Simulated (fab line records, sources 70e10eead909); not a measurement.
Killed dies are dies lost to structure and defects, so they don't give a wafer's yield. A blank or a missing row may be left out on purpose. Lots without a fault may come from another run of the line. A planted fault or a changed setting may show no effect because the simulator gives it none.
Which tool did it? | flow nand_harc | 15 lots, 45 wafers sampled, at 4 steps of a route of 1302

WHAT THE GAUGES READ, wafer by wafer
The record holds no reading of a measuring or inspecting step that can be judged against a usual standard deviation.

WHICH TOOL RAN EACH LOT (tool, then ch and the chambers of the sampled wafers, then the start)
lot  | NHARC_A_STAIRCASE_STRIP_475                   | NHARC_A_SGD_CUT_DEVELOP_08        | NHARC_A_SGD_CUT_ETCH_58            | NHARC_A_SGD_CUT_ETCH_15
L662 | rie_diel-11 ch 0,1, day 19 16:00 or earlier   | litho_track-01 ch 0, day 19 16:00 | rie_diel-04 ch 0,1,3, day 19 16:49 | rie_diel-04 ch 0,1,3, no start
L661 | rie_diel-11 ch 0,1,3, day 19 17:00 or earlier | litho_track-04 ch 0, day 19 17:00 | rie_diel-09 ch 0,2,3, day 19 17:45 | rie_diel-09 ch 0,2,3, no start
L664 | rie_diel-05 ch 0,1,2, day 20 11:00 or earlier | litho_track-01 ch 0, day 20 11:00 | rie_diel-08 ch 0,2, day 20 11:41   | rie_diel-08 ch 0,2,3, no start
L666 | rie_diel-10 ch 0,2,3, day 21 05:00 or earlier | litho_track-01 ch 0, day 21 05:00 | rie_diel-08 ch 0,3, day 21 06:06   | rie_diel-08 ch 1,2,3, no start
L669 | rie_diel-10 ch 1,2, day 22 16:00 or earlier   | litho_track-01 ch 0, day 22 16:00 | rie_diel-08 ch 0,1, day 22 16:27   | rie_diel-08 ch 1,2,3, no start
L670 | rie_diel-05 ch 0,1,2, day 23 04:00 or earlier | litho_track-04, day 23 04:00      | rie_diel-08 ch 0,2,3, day 23 04:24 | rie_diel-08 ch 0,1,3, no start
L671 | rie_diel-05 ch 0,1,2, day 23 04:00 or earlier | litho_track-04, day 23 04:00      | rie_diel-09 ch 1,2,3, day 23 04:42 | rie_diel-09 ch 0,3, no start
L673 | rie_diel-10 ch 2,3, day 24 02:00 or earlier   | litho_track-01, day 24 02:00      | rie_diel-08 ch 0,1,2, day 24 03:16 | rie_diel-08 ch 2,3, no start
L674 | rie_diel-10 ch 0,1,3, day 25 11:00 or earlier | litho_track-06 ch 0, day 25 11:00 | rie_diel-08 ch 1,2,3, day 25 12:04 | rie_diel-08 ch 0,1,3, no start
L677 | rie_diel-11 ch 0,1, day 25 11:00 or earlier   | litho_track-01 ch 0, day 25 11:00 | rie_diel-09 ch 1,2, day 25 12:15   | rie_diel-09 ch 1,2, no start
L676 | rie_diel-10 ch 0,1,2, day 25 19:00 or earlier | litho_track-04 ch 0, day 25 19:00 | rie_diel-08 ch 1,2, day 25 20:13   | rie_diel-08 ch 1,3, no start
L679 | rie_diel-05 ch 0,2,3, day 26 03:00 or earlier | litho_track-01 ch 0, day 26 03:00 | rie_diel-08 ch 0,1,3, day 26 03:50 | rie_diel-08 ch 1,2,3, no start
L681 | rie_diel-11 ch 0,1,2, day 27 08:00 or earlier | litho_track-01 ch 0, day 27 08:00 | rie_diel-08 ch 0,2,3, day 27 08:48 | rie_diel-08 ch 1,2,3, no start
L682 | rie_diel-11 ch 0,1,3, day 28 06:50            | litho_track-04 ch 0, day 28 08:00 | rie_diel-08 ch 1,2,3, day 28 08:37 | rie_diel-08 ch 0,2,3, no start
L683 | rie_diel-05 ch 0,2,3, day 28 12:00 or earlier | litho_track-04 ch 0, day 28 12:00 | rie_diel-08 ch 0,3, day 28 12:51   | rie_diel-08 ch 0,2, no start
- NHARC_A_STAIRCASE_STRIP_475: strips in O2, time 20 s.
- NHARC_A_SGD_CUT_DEVELOP_08: develop time 35 s.
- NHARC_A_SGD_CUT_ETCH_58: etches the open film in CF4, target depth 39 nm, time 65 s.
- NHARC_A_SGD_CUT_ETCH_15: etches the open film in CH3F/O2, target depth 75 nm, time 64.3 s.

WHAT THE TOOLS THEMSELVES READ (means of the sampled wafers that have a number; where no wafer has one, the mark that the record gives instead)
NHARC_A_STAIRCASE_STRIP_475. Usual: drypump_motor_current_A 5.8 A, standard deviation 0.38; oes_product_au 0.998 a.u., standard deviation 0.014; rf_vpp_V 58.0 V, standard deviation 0.82; showerhead_plenum_p_Torr 3.57 Torr, standard deviation 0.16; throttle_valve_pct 17.036 %, standard deviation 0.0095.
lot  | tool        | drypump_motor_current_A (A) | oes_product_au (a.u.) | rf_vpp_V (V) | showerhead_plenum_p_Torr (Torr) | throttle_valve_pct (%) | flag
L662 | rie_diel-11 | 5.6                         | 0.985                 | 58.1         | 3.71                            | 17.030                 |
L661 | rie_diel-11 | 5.7                         | 0.988                 | 58.3         | 3.66                            | 17.040                 |
L664 | rie_diel-05 | 6.3                         | 1.013                 | 58.8         | 3.48                            | 17.032                 |
L666 | rie_diel-10 | 5.8                         | 1.000                 | 57.5         | 3.58                            | 17.037                 |
L669 | rie_diel-10 | 5.4                         | 0.992                 | 57.9         | 3.54                            | 17.035                 |
L670 | rie_diel-05 | 6.3                         | 1.019                 | 58.3         | 3.47                            | 17.038                 |
L671 | rie_diel-05 | 6.3                         | 1.006                 | 58.9         | 3.47                            | 17.035                 |
L673 | rie_diel-10 | 5.8                         | 1.010                 | 58.4         | 3.67                            | 17.039                 |
L674 | rie_diel-10 | 5.6                         | 1.001                 | 58.0         | 3.60                            | 17.047                 |
L677 | rie_diel-11 | 5.5                         | 0.985                 | 57.7         | 3.68                            | 17.047                 |
L676 | rie_diel-10 | 5.5                         | 0.991                 | 57.6         | 3.49                            | 17.034                 |
L679 | rie_diel-05 | 6.2                         | 1.006                 | 58.5         | 3.50                            | 17.032                 |
L681 | rie_diel-11 | 5.7                         | 0.997                 | 57.6         | 3.70                            | 17.035                 |
L682 | rie_diel-11 | 5.7                         | 0.992                 | 57.3         | 3.62                            | 17.029                 |
L683 | rie_diel-05 | 6.2                         | 1.005                 | 57.5         | 3.49                            | 17.029                 |

NHARC_A_SGD_CUT_DEVELOP_08. Usual: chill_plate_temp_C 23.00 C, standard deviation 0.12.
lot  | tool           | chill_plate_temp_C (C) | flag
L662 | litho_track-01 | 23.07                  |
L661 | litho_track-04 | 23.12                  |
L664 | litho_track-01 | 22.83                  |
L666 | litho_track-01 | 22.99                  |
L669 | litho_track-01 | 23.04                  |
L670 | litho_track-04 | -                      | OFF
L671 | litho_track-04 | -                      | OFF
L673 | litho_track-01 | -                      | OFF
L674 | litho_track-06 | 23.29                  |
L677 | litho_track-01 | 22.97                  |
L676 | litho_track-04 | 23.17                  |
L679 | litho_track-01 | 22.92                  |
L681 | litho_track-01 | 23.09                  |
L682 | litho_track-04 | 22.84                  |
L683 | litho_track-04 | 22.94                  |

NHARC_A_SGD_CUT_ETCH_58. Usual: drypump_motor_current_A 5.8 A, standard deviation 0.46; oes_product_au 0.999 a.u., standard deviation 0.014; rf_vpp_V 151.0 V, standard deviation 1.3; showerhead_plenum_p_Torr 1.76 Torr, standard deviation 0.065; throttle_valve_pct 13.284 %, standard deviation 0.0094.
lot  | tool        | drypump_motor_current_A (A) | oes_product_au (a.u.) | rf_vpp_V (V) | showerhead_plenum_p_Torr (Torr) | throttle_valve_pct (%) | flag
L662 | rie_diel-04 | 6.3                         | 1.002                 | 151.0        | 1.75                            | 13.276                 |
L661 | rie_diel-09 | 5.6                         | 0.987                 | 149.9        | 1.72                            | 13.281                 |
L664 | rie_diel-08 | 6.0                         | 0.996                 | 150.7        | 1.76                            | 13.281                 |
L666 | rie_diel-08 | 5.9                         | 1.009                 | 152.4        | 1.85                            | 13.283                 |
L669 | rie_diel-08 | 5.7                         | 0.985                 | 151.9        | 1.78                            | 13.284                 |
L670 | rie_diel-08 | 6.0                         | 1.000                 | 152.1        | 1.79                            | 13.288                 |
L671 | rie_diel-09 | 5.2                         | 1.006                 | 151.1        | 1.77                            | 13.292                 |
L673 | rie_diel-08 | 5.9                         | 0.983                 | 150.0        | 1.74                            | 13.289                 |
L674 | rie_diel-08 | 6.0                         | 0.993                 | 150.8        | 1.77                            | 13.290                 |
L677 | rie_diel-09 | 5.0                         | 1.011                 | 150.5        | 1.78                            | 13.287                 |
L676 | rie_diel-08 | 6.1                         | 0.988                 | 150.7        | 1.71                            | 13.289                 |
L679 | rie_diel-08 | 5.8                         | 1.001                 | 151.4        | 1.80                            | 13.279                 |
L681 | rie_diel-08 | 6.0                         | 1.001                 | 151.7        | 1.79                            | 13.279                 |
L682 | rie_diel-08 | 6.0                         | 0.999                 | 150.8        | 1.77                            | 13.283                 |
L683 | rie_diel-08 | 5.9                         | 1.017                 | 152.8        | 1.85                            | 13.281                 |

NHARC_A_SGD_CUT_ETCH_15. Usual: drypump_motor_current_A 5.9 A, standard deviation 0.46; oes_product_au 0.960 a.u., standard deviation 0.022; rf_vpp_V 263.7 V, standard deviation 1.8; showerhead_plenum_p_Torr 2.45 Torr, standard deviation 0.096; throttle_valve_pct 20.663 %, standard deviation 0.0081.
lot  | tool        | drypump_motor_current_A (A) | oes_product_au (a.u.) | rf_vpp_V (V) | showerhead_plenum_p_Torr (Torr) | throttle_valve_pct (%) | flag
L662 | rie_diel-04 | 6.3                         | 0.945                 | 263.8        | 2.43                            | 20.666                 |
L661 | rie_diel-09 | 5.6                         | 0.967                 | 262.2        | 2.39                            | 20.663                 |
L664 | rie_diel-08 | 6.0                         | 0.966                 | 264.1        | 2.49                            | 20.667                 |
L666 | rie_diel-08 | 6.0                         | 0.966                 | 263.4        | 2.46                            | 20.662                 |
L669 | rie_diel-08 | 5.9                         | 0.956                 | 263.6        | 2.46                            | 20.659                 |
L670 | rie_diel-08 | 5.8                         | 0.959                 | 264.8        | 2.51                            | 20.663                 |
L671 | rie_diel-09 | 6.2                         | 0.957                 | 262.2        | 2.33                            | 20.671                 |
L673 | rie_diel-08 | 6.2                         | 0.978                 | 263.3        | 2.43                            | 20.665                 |
L674 | rie_diel-08 | 5.8                         | 0.979                 | 265.3        | 2.51                            | 20.666                 |
L677 | rie_diel-09 | 5.0                         | 0.965                 | 264.3        | 2.47                            | 20.658                 |
L676 | rie_diel-08 | 5.8                         | 0.955                 | 263.9        | 2.48                            | 20.656                 |
L679 | rie_diel-08 | 6.0                         | 0.909                 | 263.4        | 2.45                            | 20.677                 |
L681 | rie_diel-08 | 6.0                         | 0.957                 | 263.6        | 2.45                            | 20.670                 |
L682 | rie_diel-08 | 6.0                         | 0.974                 | 263.6        | 2.48                            | 20.668                 |
L683 | rie_diel-08 | 6.1                         | 0.979                 | 262.9        | 2.39                            | 20.664                 |

THE ANSWER, worked out from the rows above alone
Rule: a lot is off if the mean of its wafers that have a number lies more than 3 standard deviations from the usual mean. A lot without any number at a reading at which 4 lots or more have one is off too. The other lots that the step has rows for count as sound. The gauges are gone through in route order, then the tools' own readings, and for those a lot's mean is taken as printed above. The first step at which some lot is off is used, and at that step the reading that is off furthest; a lot without a number counts as furthest.
Off: L670, L671, L673, at NHARC_A_SGD_CUT_DEVELOP_08 (chill_plate_temp_C). Without a number there: L670, L671, L673.
A tool fits if, at that step or a process step before it, it ran every lot that is off, and no sound lot after the first of them. NHARC_A_STAIRCASE_STRIP_475 gives no start for some lots, so the hours and the order of its lots are those of NHARC_A_SGD_CUT_DEVELOP_08. None of those tried fits.

WHAT THE SIMULATOR HAD PUT IN
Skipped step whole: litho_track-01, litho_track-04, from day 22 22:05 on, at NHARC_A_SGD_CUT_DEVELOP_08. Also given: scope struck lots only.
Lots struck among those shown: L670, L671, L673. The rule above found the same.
